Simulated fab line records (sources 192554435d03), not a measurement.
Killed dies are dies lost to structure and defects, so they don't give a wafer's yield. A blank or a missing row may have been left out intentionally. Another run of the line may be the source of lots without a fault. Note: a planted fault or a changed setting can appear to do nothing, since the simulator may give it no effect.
Lot-split experiment ; flow n5 finfet ; 21 wafers read across 7 lots, on a route 1938 steps long

THE SPLIT ITSELF
At N5_HKMG_FIN_COAT_43 (resist thk 90 nm), the setting spin rpm was moved away from the recipe's 1500 rpm on 5 of the 21 wafers read, by -3.1% to +8.8%. The other wafers ran this setting at the recipe's value.

FROM THE SPLIT TO THE READING: what the file shows between them, 4 steps
- N5_HKMG_FIN_EBR_45
- N5_HKMG_FIN_SOFTBAKE_44: time 60 s
- N5_HKMG_FIN_EXPOSE_46: exposes mask NDIPOLE
- N5_HKMG_FIN_PEB_47: peb time 60 s

THE READING
CAR-ArF_of_HKMG_FIN_COAT_43.thk nm (the simulator's own value, which no gauge read), in nm, at N5_HKMG_FIN_DEVELOP_48 (develop time 30 s). There is no usual value for it anywhere in the file. The 16 wafers here that ran the recipe average 88.2 nm, standard deviation 0.39 nm.

wafer;tool, chamber at the split;spin rpm as run, rpm;against the recipe;CAR-ArF_of_HKMG_FIN_COAT_43.thk nm, nm;against lot-mates on the recipe
L077.1;litho track-01, 0;1500;recipe;88.6;-
L077.3;litho track-01, 0;1500;recipe;88.6;-
L077.6;litho track-01, 0;1500;recipe;88.8;-
L078.1;litho track-03, 0;1500;recipe;88.2;-
L078.3;litho track-03, 0;1500;recipe;88.6;-
L078.5;litho track-03, 0;1500;recipe;88.8;-
L079.1;litho track-05, 0;1605;+7.0%;85;-3.2
L079.5;litho track-05, 0;1605;+7.0%;85;-3.2
L079.4;litho track-05, 0;1500;recipe;88.2;-
L088.1;litho track-03, 0;1632;+8.8%;84.4;-3.6
L088.5;litho track-03, 0;1632;+8.8%;84.4;-3.6
L088.2;litho track-03, 0;1500;recipe;88;-
L089.3;litho track-01, 0;1500;recipe;87.6;-
L089.4;litho track-01, 0;1500;recipe;87.8;-
L089.5;litho track-01, 0;1500;recipe;88;-
L090.1;litho track-05, 0;1500;recipe;88.4;-
L090.5;litho track-05, 0;1500;recipe;88.6;-
L090.6;litho track-05, 0;1454;-3.1%;90;+1.5
L097.3;litho track-03, 0;1500;recipe;87.8;-
L097.4;litho track-03, 0;1500;recipe;87.8;-
L097.5;litho track-03, 0;1500;recipe;87.8;-

FIT RESULTS
A straight line over all 21 wafers: CAR-ArF_of_HKMG_FIN_COAT_43.thk nm changes by -0.453 nm for each +1% of spin rpm; r = -0.97; the points scatter about the line by 0.37 nm.
The same after taking each lot's own level away (the mean of its wafers on the recipe; 21 wafers): -0.431 nm for each +1%; r = -0.99; scatter 0.16 nm.
According to that fit, moving spin rpm by its largest amount changes the reading by 3.8 nm.
The span of the lots' own levels, 87.80 to 88.67 nm, comes to 2.2 times the standard deviation stated above.
Hence the lot-to-lot level has little effect on the slope; both slopes agree.
Check: with one of the wafers moved furthest among these (+8.8%) left out of the fit, the line predicts -3.86 nm for it against its lot-mates. It came out at -3.6 nm against them.

OTHER SPLITS ON THESE WAFERS
Before the reading, these wafers also passed through other splits. Each is held against what the fit with the lots' levels taken away leaves over:
other split on the same wafers;wafers away from the commonest value;r with CAR-ArF_of_HKMG_FIN_COAT_43.thk nm (lot level and that fit taken away)
N5_SDB_COAT_05 spin rpm;9;-0.18

THE WHOLE CHAIN: every reading that the file lists as answering this split, in the file's order
step;what it does;reading;change (the file's fit);r (the file's)
N5_HKMG_FIN_COAT_43;resist thk 90 nm;CAR-ArF_of_HKMG_FIN_COAT_43.thk nm (the simulator's own value, which no gauge read);-0.441 nm for each +1% of the setting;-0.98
N5_HKMG_FIN_DEVELOP_48;develop time 30 s;CAR-ArF_of_HKMG_FIN_COAT_43.thk nm (the simulator's own value, which no gauge read);-0.432 nm for each +1% of the setting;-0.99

FILE'S OWN FIT
CAR-ArF_of_HKMG_FIN_COAT_43.thk nm changes by -0.432 nm for each +1% of spin rpm, r = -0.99.
